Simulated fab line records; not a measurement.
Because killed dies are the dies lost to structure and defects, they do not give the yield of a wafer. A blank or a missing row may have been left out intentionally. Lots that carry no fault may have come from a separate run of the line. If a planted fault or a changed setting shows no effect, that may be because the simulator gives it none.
Chamber matching	flow n5 finfet	N5_BEOL_M8_ILD_DEP_00 on pecvd-02: 3 sister chambers
The step deposits SiCOH lowk from DEMS/porogen, target thk 179.75 nm, time 33.4 s. 3 wafers are shown with their chamber, then 12 later ones without.

WAFERS PAIRED WITH THEIR CHAMBERS
wafer	chamber	showerhead plenum p Torr (Torr)
L088.4	2	5.715
L090.1	0	5.742
L090.5	1	5.768

WAFERS WHOSE CHAMBER IS MISSING
wafer	showerhead plenum p Torr (Torr)
L091.3	5.719
L091.5	5.785
L091.6	5.710
L092.2	5.717
L092.3	5.703
L092.6	5.702
L095.1	5.770
L095.4	5.760
L095.5	5.709
L096.1	5.697
L096.2	5.769
L096.5	5.720

THE CHAMBER EACH PASSED THROUGH
wafer	from the rows above	in truth
L091.3	can't be placed: 2 or 0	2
L091.5	1	1
L091.6	2	2
L092.2	2	2
L092.3	2	2
L092.6	2	2
L095.1	1	1
L095.4	can't be placed: 1 or 0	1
L095.5	2	2
L096.1	2	2
L096.2	1	1
L096.5	can't be placed: 2 or 0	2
Placed correctly: 9 of 12. Not placeable from these rows: 3 (in 3, the candidates include the true chamber). Placed wrongly: 0.
How it was worked out, from the rows above alone: a wafer's distance from a chamber is the root of the sum, over the readings, of the square of ((its reading less the chamber's mean) divided by the reading's scatter). The wafer belongs to the nearest chamber; if the next one is less than 2 further off, it can't be placed. For every chamber, the mean is computed from those of its wafers that are shown. The scatter (one wafer shown for each chamber): square how far every hidden wafer sits from the nearest shown wafer, average those squares and take the square root.
